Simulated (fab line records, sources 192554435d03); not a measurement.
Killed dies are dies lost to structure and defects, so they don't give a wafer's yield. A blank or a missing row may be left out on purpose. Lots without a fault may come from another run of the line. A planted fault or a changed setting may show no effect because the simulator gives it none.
Split-lot experiment | flow n5_finfet | 7 lots, 21 wafers read, on a route of 1938 steps

THE SPLIT
At N5_FIN_SAQP_ETCH_52 (etches SOC in N2/H2, target depth 100 nm, overetch 20 nm, time 150 s), the setting source_w was moved away from the recipe's 840 W on 6 of the 21 wafers read, by -4.7% to +17.8%. The other wafers ran this setting at the recipe's value.

The reading is taken at the split's own step.

THE READING
rf_vpp_V, in V, at N5_FIN_SAQP_ETCH_52 (etches SOC in N2/H2, target depth 100 nm, overetch 20 nm, time 150 s). Fault-free wafers of this fab line usually give 524.1 V, standard deviation 2.5 V.

wafer  | tool, chamber at the split | source_w as run, W | against the recipe | rf_vpp_V, V | against lot-mates on the recipe
L074.1 | rie_diel-02, 2             | 942.5              | +12.2%             | 502.5       | -22.5
L074.2 | rie_diel-02, 1             | 942.5              | +12.2%             | 501.1       | -23.9
L074.3 | rie_diel-02, 0             | 840                | recipe             | 525.0       | -
L076.2 | rie_diel-02, 0             | 840                | recipe             | 525.2       | -
L076.3 | rie_diel-02, 1             | 840                | recipe             | 519.8       | -
L076.6 | rie_diel-02, 1             | 840                | recipe             | 521.4       | -
L078.4 | rie_diel-04, 3             | 800.4              | -4.7%              | 530.7       | +4.2
L078.5 | rie_diel-04, 1             | 840                | recipe             | 526.5       | -
L078.6 | rie_diel-04, 2             | 800.4              | -4.7%              | 531.5       | +5.0
L080.1 | rie_diel-02, 0             | 840                | recipe             | 524.6       | -
L080.3 | rie_diel-02, 3             | 840                | recipe             | 525.7       | -
L080.6 | rie_diel-02, 2             | 840                | recipe             | 521.8       | -
L084.1 | rie_diel-03, 2             | 989.6              | +17.8%             | 496.0       | -30.6
L084.2 | rie_diel-03, 1             | 989.6              | +17.8%             | 497.8       | -28.8
L084.4 | rie_diel-03, 3             | 840                | recipe             | 526.6       | -
L089.2 | rie_diel-04, 3             | 840                | recipe             | 520.7       | -
L089.4 | rie_diel-04, 0             | 840                | recipe             | 528.3       | -
L089.6 | rie_diel-04, 1             | 840                | recipe             | 526.3       | -
L093.2 | rie_diel-03, 2             | 840                | recipe             | 523.6       | -
L093.5 | rie_diel-03, 1             | 840                | recipe             | 524.4       | -
L093.6 | rie_diel-03, 2             | 840                | recipe             | 522.8       | -

THE FIT
A straight line over all 21 wafers: rf_vpp_V changes by -1.61 V for each +1% of source_w; r = -0.98; the points scatter about the line by 2.4 V.
The same after taking each lot's own level away (the mean of its wafers on the recipe; 21 wafers): -1.68 V for each +1%; r = -0.98; scatter 2.2 V.
On that fit, the largest move of source_w shifts the reading by 30 V.
The lots' own levels span 522.13 to 526.60 V, that is 1.8 times the standard deviation above.
So the lot-to-lot level changes the slope little: the two slopes agree.
Check: with one of the wafers moved furthest among these (+17.8%) left out of the fit, the line predicts -30.4 V for it against its lot-mates. It came out at -30.6 V against them.
Tool readings at the split's step, against how far the setting was moved: rf_vpp_V r = -0.98.

THE FILE'S OWN FIT
rf_vpp_V changes by -1.7 V for each +1% of source_w, r = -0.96.
